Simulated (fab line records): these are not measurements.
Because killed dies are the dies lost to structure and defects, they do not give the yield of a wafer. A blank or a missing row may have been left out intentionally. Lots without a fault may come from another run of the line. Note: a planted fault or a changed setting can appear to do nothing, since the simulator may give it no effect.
A struck lot beside a sound one    flow n5_finfet    35 out of 1938 route steps
Sound: these wafers, L617.3, L617.4, L617.6. Struck: wafers L605.4, L605.5 (left out: L605.6, a lot-mate that was not struck); the cause follows at the end.
For every step that has rows: the tool of each side, followed by ch and its chambers, followed by its first start. Under that, the readings that differ: sound wafers    struck wafers    difference of the means    sigmas: that difference in standard deviations of wafers without a fault.
alike: a reading whose means differ by less than 2 such deviations, as well as words and numbers matching on both sides. not compared: withheld readings; readings where some wafer has no value; bounds like >300 that might hide an equal value; numbers whose values overlap and for which the record gives no deviation.
Wherever a step has rows on one side only, a row that says differs or no value, or a row with sigmas, the two part there. Numbers that don't overlap but have no deviation are shown without sigmas and don't part them. Lack of a reading on every wafer of one side parts them only where that side has two or more wafers.

first, 12 steps without rows for these wafers: N5_SD_EPI_P_ETCH_37 (etches SOC in N2/H2, overetch 108 nm, time 486 s); N5_SD_EPI_P_STRIP_38 (strips in N2/H2); N5_SD_EPI_P_ETCHBACK_46 (etches SiNx in CH3F/O2, stops on SiO2, target depth 17.5 nm); N5_SD_EPI_P_ETCH_47 (etches SiOCN in CH3F/O2, target depth 25 nm); N5_SD_EPI_P_ETCH_16 (etches SiO2 in CHF3/O2, target depth 5 nm); N5_SD_EPI_P_STRIP_50 (strips in CHF3/O2); N5_SD_EPI_P_SD_RECESS_17 (chemistry HBr/Cl2/O2, target depth 39.1 nm, bt time 3 s); N5_SD_EPI_P_WET_ETCH_45 (etches SiO2 in dHF, time 10.7 s, target depth 2 nm, rinse time 30 s); N5_SD_EPI_P_STRIP_40 (strips in N2/H2); N5_SD_EPI_P_PRECLEAN_52 (cleans in O3/DIW, time 60 s); N5_SD_EPI_P_SRD_20 (time 30 s); N5_SD_EPI_P_PRECLEAN_51 (cleans in NF3:NH3, afs cycles 1, time 20 s, sublimation time 60 s).
N5_SD_EPI_P_VAPOR_ETCH_44: etches SiGe30 in NF3/Ar, time 3.3 s.
  sound on epi_rpcvd-03 ch 0, day 9 01:12; struck on epi_rpcvd-03 ch 0, day 6 03:05
then, 20 steps without rows for these wafers: N5_SD_EPI_P_EPI_21 (deposits SiGe:B, time 355 s); N5_SD_EPI_P_HM_STRIP_48 (strips SiNx in H3PO4, material SiNx, target depth 3 nm); N5_SD_EPI_P_SRD_49 (time 30 s); N5_SD_EPI_P_PRECLEAN_24 (cleans in O3/DIW, time 45 s); N5_SD_EPI_P_PRECLEAN_32 (cleans in dHF, time 10 s); N5_SD_EPI_P_PRECLEAN_33 (cleans in SC2, time 45 s); N5_SD_EPI_P_SRD_25 (time 30 s); N5_SD_ACTIVATION_RTA_00 (time 0 s); N5_SD_ACTIVATION_LSA_01 (time 0.0008 s); N5_ILD0_LINER_00 (material SiNx, target thk 4 nm, pulse time 1 s, purge time 2 s); N5_ILD0_FCVD_FILL_01 (material SiO2 flowable, target thk 200 nm, time 328.3 s); N5_ILD0_CURE_02 (time 1800 s); N5_ILD0_CMP_03 (polishes, stops on SiNx, t overpolish 1.9 s, target thk 197.38 nm); N5_ILD0_CMP_07 (polishes SiO2 flowable, stops on poly-Si, t overpolish 1.18 s, target thk 138.88 nm); N5_ILD0_PRECLEAN_10 (cleans in NF3:NH3, afs cycles 5, time 20 s, sublimation time 60 s); N5_ILD0_ALD_15 (deposits SiNx, target thk 24 nm, pulse time 1 s, ald cycles 480); N5_ILD0_CMP_12 (polishes SiNx, stops on poly-Si, t overpolish 6 s, target thk 17.67 nm); N5_SDB_HM_DEP_00 (deposits SiNx from SiH4/NH3/N2, target thk 40 nm, time 35.3 s); N5_SDB_COAT_03 (time 60 s, resist thk 100 nm); N5_SDB_COAT_04 (time 60 s, resist thk 18 nm).
-- the record jumps here: 5 days lie between the struck wafers' starts before and after (it left off in module SDB and takes up again in module BEOL_M4, whose first step shown is number 1111 of the route) --
N5_BEOL_M4_RC_MEAS_101:
  sound on prober-02 ch 0, day 13 23:01; struck on prober-01 ch 0, day 10 16:01
reading             sound              struck       difference  sigmas
DIBL_P (mV/V)       34.4 38.2 38.1     31.1 28.9    -6.9        -3
IOFF_P (nA/um)      0.20 0.25 0.26     0.10 0.09    -0.14       -4
IOFF_P_85C (nA/um)  3.4 4.2 4.3        2.0 1.8      -2.1        -4
IOFF_P_LIN (nA/um)  0.098 0.115 0.120  0.056 0.050  -0.058      -4
ION_P (uA/um)       471 472 481        427 427      -48         -6
REXT_P (ohm.um)     101.6 102.6 103.5  121.5 121.8  +19.1       +9
VT_P (mV)           -250 -247 -244     -261 -262    -14         -4
VT_P_LVT (mV)       -100 -97 -97       -113 -115    -16         -5
  alike: DIBL_N, IOFF_N, ION_N, SS_N, SS_P, VT_N
-- the record jumps here: 4 days lie between the struck wafers' starts before and after (it left off in module BEOL_M4 and takes up again in module PASSIVATION, whose first step shown is number 1936 of the route) --
N5_PASSIVATION_PROBE_49:
  sound on prober-01, day 17 20:17; struck on prober-01, day 14 16:13
reading               sound           struck     difference  sigmas
killed_at_other       0 2 1           7 9        +7          +2
sort_bin_8_speed (%)  0 0 0           35.9 35.8  +35.8       +52
sort_n_pass           1103 1078 1084  676 634    -433        -23
sort_yield_pct (%)    93.5 91.4 91.9  57.3 53.7  -36.8       -23
  alike: defect_limited_yield, killed_at_M0_to_M3, killed_at_M4_up, killed_at_contacts, killed_at_front_end, killed_dies, killed_open, killed_short, sort_bin_5_function, sort_bin_6_memory

WHERE THEY PART
Earliest at N5_BEOL_M4_RC_MEAS_101; latest, in this record, at N5_PASSIVATION_PROBE_49.

WHY: what had been put in by the simulator
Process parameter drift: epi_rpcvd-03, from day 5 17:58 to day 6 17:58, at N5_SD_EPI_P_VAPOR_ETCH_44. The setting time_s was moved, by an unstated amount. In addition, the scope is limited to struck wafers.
